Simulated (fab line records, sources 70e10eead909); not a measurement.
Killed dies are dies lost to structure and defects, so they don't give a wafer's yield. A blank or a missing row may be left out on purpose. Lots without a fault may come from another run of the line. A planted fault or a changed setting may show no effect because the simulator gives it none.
fab line records | flow nand_harc
record lots=24 wafers=72 last_day=33
route steps=1302 shown A_CONTACT@1001
lots that met no fault: from a run of the same line without faults
start_h: hours from the record's first day to the start of the lot's first wafer shown | wait_h: hours since the lot's step before | " the same as in the row above | L1.1+2: a row that stands for several wafers | - no value, or no start given | * or withheld: withheld | < > ~ a bound
route shown NAME@n: a module of which the file shows steps, and the number in the route of the first | usual: mean/standard deviation of fault-free wafers | same: alike in all rows | chamber/n: place in a boat | sites: the reading at each site | _std_site: their standard deviation | _edge_site: outer sites' mean less inner sites' | radius_mm: how far each site lies from the wafer's centre | mask NAME#n: copy n | behind: the tool/chamber that last shaped the wafer | hold: why the lot was held/for how many hours/how that ended | device: the transistor (n, p or np) that didn't switch | end of line: the same wafers' tests at the end of the route | a step without rows: its recipe alone | killed: dies lost to structure and defects at the first sort, not the wafer's yield | map: a wafer's dies, x killed, . not, _ none there
set.NAME: the setting as run; set.NAME@STEP: as run at that earlier step | model.NAME: the simulator's own value behind a step, which no gauge read
steps of the route over a sample of lots; a table a step, a row a wafer
services: from which hour (start_h, from the record's first day; less than 0 if before it) a tool's chamber was out of use, for how many hours, and why
## steps
# step NHARC_A_CONTACT_ETCH_48
# recipe target_depth_a=390 over_etch_frac=0.3 time_s=65 ion_energy_ev=80 cf4_flow_sccm=150 ar_flow_sccm=0 rf_w=300 bias_w=100 chemistry=CF4
# usual drypump_motor_current_A=5.5/0.44 oes_product_au=1.002/0.0098 rf_vpp_V=151.2/1.1 showerhead_plenum_p_Torr=1.76/0.062 throttle_valve_pct=13.283/0.008
# columns lot.wafer tool chamber start_h wait_h drypump_motor_current_A oes_product_au rf_hours_counter_h rf_vpp_V showerhead_plenum_p_Torr throttle_valve_pct
L074.2 rie_diel-05 0 485.46 0.1 5.5 1.018 13 151.9 1.73 13.276
L074.6 " 1 " " 5.5 1.012 - 152.5 1.85 13.288
L074.5 " 2 " " 5.8 1.009 - 150.7 1.77 13.272
L075.1 rie_diel-05 2 514.54 0.1 5.8 0.999 18 149.9 1.76 13.279
L075.2 " 3 " " 4.9 1.000 11 150.1 1.71 13.275
L075.5 " 1 " " 5.5 1.008 - 151.8 1.85 13.273
L078.2 rie_diel-05 1 523.82 0.1 5.5 1.012 19 152.1 1.85 13.299
L078.1 " 2 " " 5.8 1.013 19 152.5 1.76 13.282
L078.5 " 3 " " 4.9 1.007 - 150.4 1.71 13.284
L076.4 rie_diel-03 3 524.06 0.1 5.3 1.001 18 150.4 1.68 13.272
L076.1 " 1 " " 6.2 1.010 19 152.8 1.90 13.280
L076.6 " 2 " " 5.2 1.014 - 151.3 1.83 13.290
L077.4 rie_diel-05 3 533.16 0.1 4.9 1.006 13 150.9 1.71 13.282
L077.5 " 3 " " 4.9 1.011 - 149.6 1.71 13.273
L077.6 " 0 " " 5.5 1.012 - 150.5 1.73 13.285
L079.3 rie_diel-05 3 543.76 0.1 4.9 1.005 15 152.5 1.71 13.284
L079.2 " 0 " " 5.5 1.011 22 151.3 1.73 13.296
L079.6 " 3 " " 4.9 1.016 - 151.5 1.71 13.292
L080.4 rie_diel-05 2 561.39 0.1 5.8 1.003 26 152.3 1.76 13.281
L080.1 " 3 " " 4.9 1.011 18 150.2 1.71 13.291
L080.6 " 3 " " 4.9 1.017 - 149.6 1.71 13.284
L082.1 rie_diel-05 3 566.65 0.1 4.9 1.020 20 150.6 1.71 13.293
L082.4 " 1 " " 5.5 1.018 27 153.2 1.85 13.274
L082.2 " 2 " " 5.8 1.013 27 150.8 1.76 13.282
L081.1 rie_diel-10 1 567.50 0.1 6.4 1.004 51 150.2 1.68 13.297
L081.3 " 2 " " 6.1 0.990 54 152.3 1.88 13.290
L081.5 " 3 " " 4.6 0.988 - 152.7 1.77 13.275
L084.3 rie_diel-05 3 583.23 0.1 4.9 1.009 23 150.8 1.71 13.294
L084.6 " 3 " " 4.9 1.005 - 149.4 1.71 13.280
L084.5 " 0 " " 5.5 1.020 - 151.9 1.73 13.289
L083.3 rie_diel-03 3 588.18 0.1 5.3 1.001 43 149.8 1.68 13.293
L083.2 " 0 " " 6.3 1.007 37 149.2 1.69 13.293
L083.5 " 2 " " 5.2 0.981 - 152.4 1.82 13.285
L086.1 rie_diel-05 2 603.82 0.1 5.8 1.015 34 151.0 1.76 13.272
L086.3 " 3 " " 4.9 1.007 27 149.5 1.70 13.284
L086.6 " 2 " " 5.8 1.002 - 151.8 1.76 13.275
L087.3 rie_diel-10 0 610.29 0.1 5.5 0.998 0 150.5 1.76 13.276
L087.2 " 2 " " 6.2 1.003 0 152.8 1.87 13.281
L087.5 " 1 " " 6.4 1.002 - 149.8 1.68 13.292
L085.2 rie_diel-03 0 610.82 0.2 6.3 1.001 47 150.3 1.69 13.284
L085.3 " 2 " " 5.2 1.007 58 152.1 1.82 13.275
L085.5 " 3 " " 5.3 1.015 - 150.7 1.67 13.285
L088.3 rie_diel-03 2 616.65 0.1 5.2 0.998 61 152.4 1.82 13.293
L088.2 " 3 " " 5.4 1.011 58 150.7 1.67 13.278
L088.6 " 3 " " 5.4 1.016 - 150.7 1.67 13.297
L089.2 rie_diel-10 3 626.76 0.1 4.7 0.997 5 151.1 1.76 13.286
L089.4 " 0 " " 5.6 0.994 5 151.1 1.76 13.270
L089.3 " 1 " " 6.4 0.985 2 149.3 1.67 13.288
L090.3 rie_diel-05 0 641.36 0.1 5.5 0.989 5 150.5 1.73 13.282
L090.4 " 1 " " 5.5 0.991 5 151.9 1.85 13.284
L090.5 " 2 " " 5.8 0.991 - 150.8 1.76 13.279
L091.2 rie_diel-05 0 657.71 0.1 5.5 0.999 8 149.2 1.73 13.289
L091.5 " 1 " " 5.5 1.000 - 151.6 1.84 13.275
L091.6 " 2 " " 5.8 0.995 - 150.3 1.76 13.275
L092.1 rie_diel-05 0 671.11 0.1 5.5 0.989 9 150.3 1.73 13.288
L092.4 " 2 " " 5.8 0.997 9 150.1 1.76 13.267
L092.5 " 0 " " 5.5 0.990 - 151.1 1.73 13.291
L093.1 rie_diel-05 2 692.15 0.1 5.7 0.994 12 150.4 1.76 13.298
L093.5 " 0 " " 5.5 0.981 - 151.6 1.72 13.282
L093.6 " 1 " " 5.5 0.995 - 151.3 1.84 13.293
L095.3 rie_diel-05 1 697.91 0.1 5.5 0.991 13 152.4 1.84 13.285
L095.4 " 2 " " 5.8 0.988 14 151.0 1.76 13.280
L095.5 " 2 " " 5.8 0.999 - 150.3 1.76 13.287
L094.2 rie_diel-10 2 698.22 0.1 6.1 1.003 26 150.7 1.86 13.274
L094.3 " 3 " " 4.6 0.984 25 152.3 1.76 13.276
L094.5 " 2 " " 6.1 0.993 - 152.8 1.86 13.271
L096.3 rie_diel-05 3 702.08 0.1 4.9 1.003 14 150.2 1.70 13.282
L096.1 " 0 " " 5.5 0.999 13 150.5 1.72 13.287
L096.5 " 1 " " 5.5 1.014 - 151.6 1.84 13.283
L097.4 rie_diel-05 0 710.69 0.1 5.5 0.998 15 153.2 1.72 13.287
L097.2 " 2 " " 5.8 0.996 17 150.9 1.76 13.269
L097.6 " 0 " " 5.5 0.999 - 150.6 1.72 13.286
# step NHARC_A_CONTACT_ETCH_50
# recipe target_depth_a=1210 time_s=60.5 cf4_flow_sccm=100 chf3_flow_sccm=30 ar_flow_sccm=0 rf_w=500 bias_w=200 chemistry=CF4/CHF3
# usual chf3_flow_sccm=30.00/0.092 drypump_motor_current_A=5.5/0.44 oes_product_au=0.955/0.023 rf_vpp_V=370.3/2 showerhead_plenum_p_Torr=1.57/0.056 throttle_valve_pct=16.800/0.0091
# columns lot.wafer tool chamber start_h wait_h chf3_flow_sccm drypump_motor_current_A oes_product_au rf_hours_counter_h rf_vpp_V showerhead_plenum_p_Torr throttle_valve_pct
L074.2 rie_diel-05 0 - - 30.10 5.5 0.966 13 368.2 1.54 16.814
L074.6 " 2 " " 30.02 5.8 0.982 - 370.8 1.57 16.804
L074.5 " 3 " " 29.98 4.9 0.986 - 367.7 1.52 16.802
L075.2 rie_diel-05 2 - - 29.90 5.8 0.948 18 369.7 1.57 16.796
L075.1 " 1 " " 29.92 5.5 0.946 18 372.6 1.65 16.805
L075.5 " 3 " " 29.98 4.9 0.945 - 368.2 1.52 16.790
L078.2 rie_diel-05 0 - - 30.01 5.5 0.987 19 370.1 1.54 16.790
L078.1 " 1 " " 30.10 5.5 0.961 20 371.9 1.65 16.803
L078.5 " 0 " " 29.98 5.5 0.976 - 369.6 1.54 16.784
L076.1 rie_diel-03 1 - - 29.99 6.2 0.934 19 373.2 1.69 16.797
L076.4 " 2 " " 29.95 5.2 0.935 21 372.6 1.63 16.783
L076.6 " 3 " " 30.06 5.4 0.927 - 368.6 1.50 16.822
L077.4 rie_diel-05 2 - - 29.99 5.8 0.978 21 370.9 1.57 16.811
L077.6 " 0 " " 30.04 5.5 0.979 - 370.1 1.54 16.789
L077.5 " 1 " " 30.02 5.5 0.993 - 372.8 1.65 16.805
L079.3 rie_diel-05 3 - - 29.94 4.9 0.985 15 368.7 1.52 16.803
L079.2 " 2 " " 30.03 5.8 0.960 23 370.9 1.57 16.796
L079.6 " 3 " " 29.99 4.9 0.996 - 368.2 1.52 16.796
L080.1 rie_diel-05 1 - - 29.86 5.5 0.935 26 371.6 1.65 16.797
L080.4 " 0 " " 29.79 5.5 0.935 25 369.0 1.54 16.797
L080.6 " 1 " " 29.96 5.5 0.940 - 373.8 1.64 16.801
L082.1 rie_diel-05 3 - - 30.01 4.9 0.990 20 369.3 1.52 16.805
L082.4 " 0 " " 29.99 5.5 0.975 27 370.3 1.54 16.805
L082.2 " 1 " " 29.86 5.5 0.965 27 372.6 1.65 16.794
L081.1 rie_diel-10 3 - - 30.16 4.6 0.917 56 370.4 1.57 16.798
L081.3 " 1 " " 30.14 6.4 0.920 51 367.5 1.49 16.809
L081.5 " 0 " " 30.08 5.5 0.933 - 370.1 1.57 16.795
L084.3 rie_diel-05 3 - - 29.99 4.9 0.977 23 369.3 1.52 16.793
L084.6 " 0 " " 30.01 5.5 0.990 - 367.9 1.54 16.804
L084.5 " 2 " " 30.08 5.8 0.961 - 370.7 1.57 16.801
L083.2 rie_diel-03 3 - - 30.02 5.3 0.934 43 368.6 1.49 16.789
L083.3 " 0 " " 29.88 6.3 0.925 37 368.0 1.50 16.803
L083.5 " 3 " " 30.04 5.4 0.937 - 366.9 1.49 16.802
L086.1 rie_diel-05 3 - - 30.04 4.9 0.968 27 368.6 1.52 16.805
L086.3 " 0 " " 30.13 5.5 0.991 34 371.3 1.54 16.785
L086.6 " 0 " " 30.17 5.5 0.983 - 368.3 1.54 16.811
L087.2 rie_diel-10 2 - - 30.09 6.1 0.966 1 371.9 1.67 16.816
L087.3 " 0 " " 30.06 5.5 0.957 0 370.7 1.57 16.787
L087.5 " 3 " " 29.88 4.7 0.949 - 370.6 1.57 16.795
L085.2 rie_diel-03 3 - - 29.99 5.4 0.936 55 368.7 1.49 16.798
L085.3 " 2 " " 29.94 5.2 0.934 58 371.9 1.62 16.797
L085.5 " 3 " " 30.00 5.3 0.936 - 368.4 1.49 16.801
L088.2 rie_diel-03 2 - - 30.01 5.2 0.930 61 371.9 1.62 16.800
L088.3 " 3 " " 29.93 5.3 0.926 58 367.3 1.49 16.811
L088.6 " 2 " " 29.85 5.2 0.920 - 372.7 1.62 16.801
L089.4 rie_diel-10 3 - - 29.98 4.6 0.970 5 369.1 1.57 16.819
L089.2 " 0 " " 29.95 5.5 0.962 5 372.0 1.57 16.788
L089.3 " 2 " " 29.95 6.1 0.978 5 373.9 1.67 16.784
L090.4 rie_diel-05 1 - - 29.94 5.5 0.963 5 372.3 1.64 16.802
L090.3 " 3 " " 30.06 4.9 0.948 6 368.1 1.51 16.811
L090.5 " 0 " " 30.02 5.5 0.960 - 368.1 1.54 16.798
L091.2 rie_diel-05 1 - - 29.81 5.5 0.982 7 372.2 1.64 16.785
L091.6 " 0 " " 30.00 5.5 0.971 - 369.5 1.53 16.801
L091.5 " 1 " " 29.94 5.5 0.980 - 373.9 1.64 16.810
L092.4 rie_diel-05 3 - - 30.10 4.9 0.974 10 368.2 1.51 16.806
L092.1 " 1 " " 29.92 5.5 0.968 9 373.3 1.64 16.803
L092.5 " 2 " " 30.04 5.8 0.970 - 370.3 1.56 16.807
L093.1 rie_diel-05 3 - - 30.10 4.9 0.954 12 369.0 1.51 16.812
L093.6 " 0 " " 30.00 5.4 0.925 - 369.5 1.53 16.797
L093.5 " 1 " " 30.00 5.5 0.944 - 371.9 1.64 16.797
L095.4 rie_diel-05 2 - - 30.12 5.8 0.966 14 370.4 1.56 16.799
L095.3 " 3 " " 29.93 4.9 0.983 14 366.8 1.51 16.797
L095.5 " 1 " " 30.05 5.5 0.963 - 372.5 1.64 16.788
L094.2 rie_diel-10 2 - - 29.99 6.1 0.927 26 374.0 1.66 16.809
L094.3 " 3 " " 30.09 4.6 0.916 25 370.2 1.57 16.775
L094.5 " 3 " " 29.96 4.7 0.918 - 371.5 1.57 16.787
L096.1 rie_diel-05 0 - - 29.97 5.5 0.969 13 368.9 1.53 16.795
L096.3 " 1 " " 30.08 5.5 0.962 14 373.6 1.64 16.799
L096.5 " 0 " " 30.07 5.5 0.971 - 369.0 1.53 16.796
L097.2 rie_diel-05 2 - - 30.03 5.8 0.952 17 370.8 1.56 16.801
L097.4 " 3 " " 29.88 4.9 0.985 17 368.0 1.51 16.805
L097.6 " 1 " " 30.09 5.5 0.956 - 371.5 1.64 16.798
# step NHARC_A_CONTACT_ETCH_111
# recipe source_w=withheld pressure_mtorr=20 bias_v=withheld time_s=140 target_depth_a=7000 ar_flow_sccm=withheld c4f8_flow_sccm=withheld o2_flow_sccm=withheld chemistry=C4F8/O2/Ar
# columns lot.wafer tool chamber start_h wait_h rf_hours_counter_h
L074.2 har_cap_etch-02 0 487.23 - 82
L074.6 " 1 " " -
L074.5 " 0 " " -
L075.1 har_cap_etch-01 1 516.26 - 0
L075.2 " 0 " " 0
L075.5 " 0 " " -
L078.1 har_cap_etch-02 0 525.56 - 87
L078.2 " 1 " " 87
L078.5 " 1 " " -
L076.1 har_cap_etch-03 1 525.79 - 44
L076.4 " 0 " " -
L076.6 " 0 " " -
L077.4 har_cap_etch-02 0 534.97 - -
L077.6 " 0 " " -
L077.5 " 1 " " -
L079.2 har_cap_etch-02 0 545.51 - 92
L079.3 " 0 " " -
L079.6 " 1 " " -
L080.1 har_cap_etch-02 1 563.12 - 95
L080.4 " 1 " " -
L080.6 " 0 " " -
L082.1 har_cap_etch-01 0 568.39 - 10
L082.2 " 1 " " 10
L082.4 " 1 " " -
L081.1 har_cap_etch-03 1 569.23 - 52
L081.3 " 1 " " -
L081.5 " 1 " " -
L084.3 har_cap_etch-02 0 585.39 - -
L084.5 " 0 " " -
L084.6 " 1 " " -
L083.2 har_cap_etch-01 0 589.94 - 16
L083.3 " 1 " " -
L083.5 " 0 " " -
L086.1 har_cap_etch-03 1 605.55 - 60
L086.3 " 1 " " -
L086.6 " 0 " " -
L087.2 har_cap_etch-02 0 612.47 - 104
L087.3 " 0 " " -
L087.5 " 0 " " -
L085.2 har_cap_etch-03 1 612.71 - 62
L085.3 " 0 " " -
L085.5 " 0 " " -
L088.2 har_cap_etch-02 1 618.77 - 107
L088.3 " 0 " " -
L088.6 " 1 " " -
L089.2 har_cap_etch-03 1 628.49 - 66
L089.3 " 1 " " -
L089.4 " 0 " " -
L090.4 har_cap_etch-03 0 643.17 - -
L090.3 " 1 " " -
L090.5 " 0 " " -
L091.2 har_cap_etch-03 0 659.43 - 72
L091.6 " 0 " " -
L091.5 " 1 " " -
L092.1 har_cap_etch-03 1 672.83 - 74
L092.4 " 0 " " -
L092.5 " 0 " " -
L093.1 har_cap_etch-01 0 694.04 - 32
L093.6 " 1 " " -
L093.5 " 0 " " -
L095.4 har_cap_etch-02 0 699.75 - -
L095.3 " 1 " " -
L095.5 " 0 " " -
L094.2 har_cap_etch-03 1 699.99 - 78
L094.3 " 0 " " -
L094.5 " 0 " " -
L096.1 har_cap_etch-01 1 703.80 - 34
L096.3 " 1 " " -
L096.5 " 0 " " -
L097.2 har_cap_etch-01 1 712.45 - 37
L097.4 " 1 " " -
L097.6 " 0 " " -
# step NHARC_A_CONTACT_ETCH_112
# recipe source_w=withheld pressure_mtorr=20 bias_v=3000 time_s=190 target_depth_a=18500 ar_flow_sccm=withheld c4f8_flow_sccm=withheld o2_flow_sccm=withheld chemistry=C4F8/O2/Ar
# columns lot.wafer tool chamber start_h wait_h rf_hours_counter_h
L074.2 har_cap_etch-02 0 487.42 0.2 82
L074.6 " 1 " " -
L074.5 " 0 " " -
L075.1 har_cap_etch-01 1 516.46 0.2 0
L075.2 " 0 " " 0
L075.5 " 0 " " -
L078.1 har_cap_etch-02 0 525.76 0.2 87
L078.2 " 1 " " 87
L078.5 " 1 " " -
L076.1 har_cap_etch-03 1 525.98 0.2 44
L076.4 " 0 " " -
L076.6 " 0 " " -
L077.4 har_cap_etch-02 0 535.16 0.2 -
L077.6 " 0 " " -
L077.5 " 1 " " -
L079.2 har_cap_etch-02 0 545.71 0.2 92
L079.3 " 0 " " -
L079.6 " 1 " " -
L080.1 har_cap_etch-02 1 563.32 0.2 96
L080.4 " 1 " " -
L080.6 " 0 " " -
L082.1 har_cap_etch-01 0 568.59 0.2 10
L082.2 " 1 " " 10
L082.4 " 1 " " -
L081.1 har_cap_etch-03 1 569.43 0.2 53
L081.3 " 1 " " -
L081.5 " 1 " " -
L084.3 har_cap_etch-02 0 585.58 0.2 -
L084.5 " 0 " " -
L084.6 " 1 " " -
L083.2 har_cap_etch-01 0 590.13 0.2 16
L083.3 " 1 " " -
L083.5 " 0 " " -
L086.1 har_cap_etch-03 1 605.75 0.2 60
L086.3 " 1 " " -
L086.6 " 0 " " -
L087.2 har_cap_etch-02 0 612.66 0.2 105
L087.3 " 0 " " -
L087.5 " 0 " " -
L085.2 har_cap_etch-03 1 612.92 0.2 62
L085.3 " 0 " " -
L085.5 " 0 " " -
L088.2 har_cap_etch-02 1 618.97 0.2 107
L088.3 " 0 " " -
L088.6 " 1 " " -
L089.2 har_cap_etch-03 1 628.69 0.2 66
L089.3 " 1 " " -
L089.4 " 0 " " -
L090.4 har_cap_etch-03 0 643.36 0.2 -
L090.3 " 1 " " -
L090.5 " 0 " " -
L091.2 har_cap_etch-03 0 659.63 0.2 72
L091.6 " 0 " " -
L091.5 " 1 " " -
L092.1 har_cap_etch-03 1 673.03 0.2 74
L092.4 " 0 " " -
L092.5 " 0 " " -
L093.1 har_cap_etch-01 0 694.24 0.2 32
L093.6 " 1 " " -
L093.5 " 0 " " -
L095.4 har_cap_etch-02 0 700.00 0.2 -
L095.3 " 1 " " -
L095.5 " 0 " " -
L094.2 har_cap_etch-03 1 700.18 0.2 78
L094.3 " 0 " " -
L094.5 " 0 " " -
L096.1 har_cap_etch-01 1 704.00 0.2 35
L096.3 " 1 " " -
L096.5 " 0 " " -
L097.2 har_cap_etch-01 1 712.65 0.2 37
L097.4 " 1 " " -
L097.6 " 0 " " -
# step NHARC_A_CONTACT_STRIP_55
# recipe o2_flow_sccm=500 ar_flow_sccm=0 bias_w=0 chemistry=O2
# usual drypump_motor_current_A=5.6/0.52 oes_product_au=1.001/0.008 rf_vpp_V=57.8/0.87 showerhead_plenum_p_Torr=3.52/0.14 throttle_valve_pct=17.035/0.0085
# columns lot.wafer tool chamber start_h wait_h drypump_motor_current_A oes_product_au rf_hours_counter_h rf_vpp_V showerhead_plenum_p_Torr throttle_valve_pct
L074.2 rie_diel-03 2 - - 5.2 1.003 10 58.5 3.65 17.028
L074.5 " 3 " " 5.4 1.017 - 57.8 3.36 17.047
L074.6 " 0 " " 6.3 0.993 - 58.5 3.39 17.018
L075.1 rie_diel-05 2 - - 5.8 1.001 19 57.9 3.52 17.037
L075.2 " 1 " " 5.5 1.016 19 58.9 3.69 17.035
L075.5 " 2 " " 5.8 1.004 - 57.5 3.52 17.029
L078.1 rie_diel-10 0 - - 5.5 1.017 29 58.5 3.53 17.029
L078.2 " 1 " " 6.4 1.017 38 58.7 3.35 17.040
L078.5 " 3 " " 4.6 0.991 - 57.3 3.54 17.039
L076.4 rie_diel-03 2 - - 5.2 1.005 23 58.8 3.65 17.038
L076.1 " 0 " " 6.3 0.985 18 57.7 3.38 17.042
L076.6 " 1 " " 6.2 1.006 - 58.7 3.80 17.037
L077.4 rie_diel-05 1 - - 5.5 1.001 23 58.1 3.69 17.025
L077.6 " 3 " " 4.9 1.017 - 56.7 3.41 17.048
L077.5 " 0 " " 5.5 1.022 - 58.0 3.45 17.039
L079.3 rie_diel-05 1 - - 5.5 0.999 25 58.5 3.69 17.029
L079.2 " 3 " " 5.0 1.015 17 58.2 3.41 17.034
L079.6 " 0 " " 5.5 1.017 - 58.0 3.45 17.036
L080.1 rie_diel-10 1 - - 6.4 0.994 51 57.6 3.35 17.047
L080.4 " 3 " " 4.6 1.000 55 57.3 3.53 17.033
L080.6 " 2 " " 6.2 1.002 - 57.4 3.74 17.034
L082.4 rie_diel-05 0 - - 5.5 1.009 28 58.5 3.45 17.025
L082.2 " 1 " " 5.5 1.010 28 58.6 3.69 17.029
L082.1 " 2 " " 5.8 0.995 28 57.6 3.51 17.039
L081.3 rie_diel-10 1 - - 6.4 0.995 54 56.9 3.35 17.035
L081.1 " 3 " " 4.7 0.993 58 58.9 3.53 17.040
L081.5 " 1 " " 6.5 0.995 - 58.1 3.35 17.035
L084.3 rie_diel-05 0 - - 5.5 1.008 32 57.9 3.45 17.033
L084.6 " 3 " " 4.9 0.992 - 57.5 3.40 17.040
L084.5 " 2 " " 5.8 1.003 - 59.0 3.51 17.026
L083.3 rie_diel-05 2 - - 5.8 1.003 32 58.9 3.51 17.034
L083.2 " 3 " " 5.0 1.007 26 55.6 3.40 17.013
L083.5 " 2 " " 5.8 1.002 - 58.0 3.51 17.022
L086.3 rie_diel-10 3 - - 4.6 0.999 0 57.7 3.52 17.041
L086.1 " 2 " " 6.2 0.995 0 58.0 3.74 17.029
L086.6 " 0 " " 5.6 0.989 - 58.4 3.52 17.037
L087.3 rie_diel-10 0 - - 5.5 1.002 3 59.3 3.51 17.033
L087.2 " 2 " " 6.1 1.002 3 59.9 3.73 17.031
L087.5 " 2 " " 6.2 0.995 - 57.2 3.73 17.022
L085.3 rie_diel-05 1 - - 5.5 1.009 0 58.2 3.68 17.040
L085.2 " 2 " " 5.8 0.998 0 58.1 3.51 17.035
L085.5 " 1 " " 5.5 0.994 - 57.4 3.68 17.025
L088.2 rie_diel-03 3 - - 5.3 1.004 60 58.6 3.33 17.028
L088.3 " 2 " " 5.2 0.996 63 59.2 3.62 17.039
L088.6 " 2 " " 5.2 1.003 - 58.9 3.62 17.040
L089.2 rie_diel-03 1 - - 6.2 1.008 57 58.6 3.78 17.047
L089.4 " 2 " " 5.3 1.002 65 59.1 3.62 17.027
L089.3 " 3 " " 5.4 1.013 62 56.7 3.33 17.045
L090.4 rie_diel-05 0 - - 5.5 0.982 6 57.2 3.44 17.034
L090.3 " 1 " " 5.5 1.002 6 57.5 3.68 17.022
L090.5 " 3 " " 5.0 0.993 - 56.3 3.40 17.045
L091.2 rie_diel-10 0 - - 5.6 1.002 18 58.9 3.50 17.032
L091.6 " 2 " " 6.2 1.008 - 58.6 3.72 17.031
L091.5 " 3 " " 4.6 0.999 - 56.3 3.51 17.031
L092.4 rie_diel-05 2 - - 5.8 0.999 11 57.8 3.50 17.043
L092.1 " 0 " " 5.5 0.998 10 56.9 3.44 17.044
L092.5 " 3 " " 5.0 0.999 - 57.6 3.39 17.029
L093.1 rie_diel-03 1 - - 6.2 0.995 17 56.8 3.76 17.029
L093.5 " 2 " " 5.2 1.001 - 58.0 3.61 17.035
L093.6 " 3 " " 5.4 1.004 - 56.5 3.33 17.031
L094.2 rie_diel-10 0 - - 5.5 0.999 28 57.5 3.50 17.039
L094.3 " 3 " " 4.6 0.987 27 57.2 3.51 17.035
L094.5 " 0 " " 5.5 1.003 - 58.4 3.50 17.028
L095.4 rie_diel-05 1 - - 5.5 0.992 15 58.4 3.68 17.023
L095.3 " 3 " " 4.9 0.997 15 58.6 3.39 17.032
L095.5 " 1 " " 5.5 0.988 - 58.6 3.68 17.027
L096.1 rie_diel-10 3 - - 4.6 0.993 28 57.8 3.51 17.044
L096.3 " 0 " " 5.6 1.012 29 56.8 3.50 17.041
L096.5 " 2 " " 6.1 1.004 - 59.0 3.72 17.028
L097.4 rie_diel-05 3 - - 4.9 0.999 18 55.6 3.39 17.054
L097.2 " 1 " " 5.5 1.001 18 58.7 3.67 17.026
L097.6 " 3 " " 4.9 1.016 - 58.4 3.39 17.063
# step NHARC_A_CONTACT_OVL_MEAS_70
# usual overlay_x_nm=0.1/0.97 overlay_y_nm=0.0/0.96
# columns lot.wafer tool chamber start_h wait_h overlay_x_nm overlay_y_nm
L074.2 overlay-01 - 497.85 - -1.1 -1.2
L074.5 " - " " -1.2 -1.2
L074.6 " - " " -1.4 -0.9
L075.1 overlay-01 - 524.52 - 1.4 0.3
L075.2 " - " " 1.7 0.6
L075.5 " - " " 1.0 0.5
L078.1 overlay-02 - 536.88 - 0.3 -1.6
L078.2 " - " " 0.3 -1.4
L078.5 " - " " -0.3 -0.8
L076.1 overlay-01 - 536.91 - 0.4 1.3
L076.4 " - " " 0.6 1.6
L076.6 " - " " 1.0 1.1
L077.4 overlay-02 - 544.88 - -0.3 1.3
L077.5 " - " " -0.2 1.4
L077.6 " - " " 0.2 0.9
L079.2 overlay-02 - 553.91 - -0.9 0.0
L079.3 " - " " -0.5 0.5
L079.6 " - " " -0.3 0.8
L080.1 overlay-02 - 572.32 - -0.6 0.1
L080.4 " - " " -0.8 -0.4
L080.6 " - " " -1.0 -0.1
L082.1 overlay-02 - 576.62 - -0.8 -0.3
L082.2 " - " " -0.7 -0.5
L082.4 " - " " -0.7 -0.4
L081.1 overlay-02 - 579.85 - 1.2 -0.2
L081.3 " - " " 0.7 -0.1
L081.5 " - " " 1.3 0.2
L084.3 overlay-02 - 593.75 - -0.5 0.2
L084.5 " - " " -0.9 -0.1
L084.6 " - " " -0.7 0.5
L083.2 overlay-01 - 598.27 - 2.6 -2.0
L083.3 " - " " 2.5 -2.3
L083.5 " - " " 1.6 -2.2
L086.1 overlay-01 - 614.09 - -1.3 -0.4
L086.3 " - " " -1.3 -0.4
L086.6 " - " " -1.7 -0.2
L087.2 overlay-01 - 623.32 - -0.9 0.8
L087.3 " - " " -0.3 0.4
L087.5 " - " " -0.2 1.0
L085.2 overlay-01 - 623.68 - -0.6 -0.1
L085.3 " - " " -0.4 -0.1
L085.5 " - " " -0.3 -0.5
L088.2 overlay-02 - 631.65 - 0.7 -0.2
L088.3 " - " " 0.8 0.4
L088.6 " - " " 0.0 0.8
L089.2 overlay-01 - 637.83 - 1.4 -2.0
L089.3 " - " " 1.2 -1.2
L089.4 " - " " 1.8 -1.3
L090.3 overlay-02 - 651.22 - -1.2 2.0
L090.4 " - " " -1.1 1.6
L090.5 " - " " -1.0 1.3
L091.2 overlay-01 - 669.47 - 0.4 0.4
L091.5 " - " " 0.1 0.0
L091.6 " - " " 0.6 -0.1
L092.1 overlay-02 - 681.79 - -0.7 0.4
L092.4 " - " " -0.8 0.3
L092.5 " - " " -0.6 -0.2
L093.1 overlay-01 - 702.26 - 1.0 0.0
L093.5 " - " " 0.8 0.0
L093.6 " - " " 0.4 0.4
L094.2 overlay-02 - 709.07 - -0.2 1.2
L094.3 " - " " -0.5 1.1
L094.5 " - " " -0.6 0.8
L095.3 overlay-02 - 709.60 - 0.2 -0.4
L095.4 " - " " 0.7 0.4
L095.5 " - " " 1.0 -0.4
L096.1 overlay-02 - 714.67 - 0.3 0.2
L096.3 " - " " 0.6 0.4
L096.5 " - " " 0.3 0.0
L097.2 overlay-01 - 720.95 - -0.8 0.4
L097.4 " - " " -0.1 0.4
L097.6 " - " " -0.7 0.2
## services
# columns tool chamber start_h hours kind
rie_diel-03 - 461.93 9.0 pm
rie_diel-05 0 462.75 - clean
rie_diel-05 1 462.75 - clean
rie_diel-05 2 462.75 - clean
rie_diel-05 3 462.75 - clean
rie_diel-05 3 465.92 15.2 repair
rie_diel-10 - 485.03 0.4 repair
rie_diel-05 0 487.25 - clean
rie_diel-05 1 487.25 - clean
rie_diel-05 2 487.25 - clean
har_cap_etch-01 - 497.06 17.0 pm
rie_diel-05 1 573.90 24.5 repair
har_cap_etch-01 - 594.01 2.2 repair
rie_diel-10 - 598.42 9.0 pm
rie_diel-05 - 606.25 9.0 pm
rie_diel-03 0 613.32 12.3 repair
rie_diel-03 - 638.93 9.0 pm
rie_diel-10 - 643.79 0.8 repair
rie_diel-05 - 659.51 10.5 repair
rie_diel-03 - 677.90 0.5 repair
har_cap_etch-01 - 682.50 2.5 repair
rie_diel-05 0 685.51 4.9 repair
rie_diel-10 2 687.34 5.2 repair
rie_diel-05 2 687.88 1.9 repair
## key
fault none
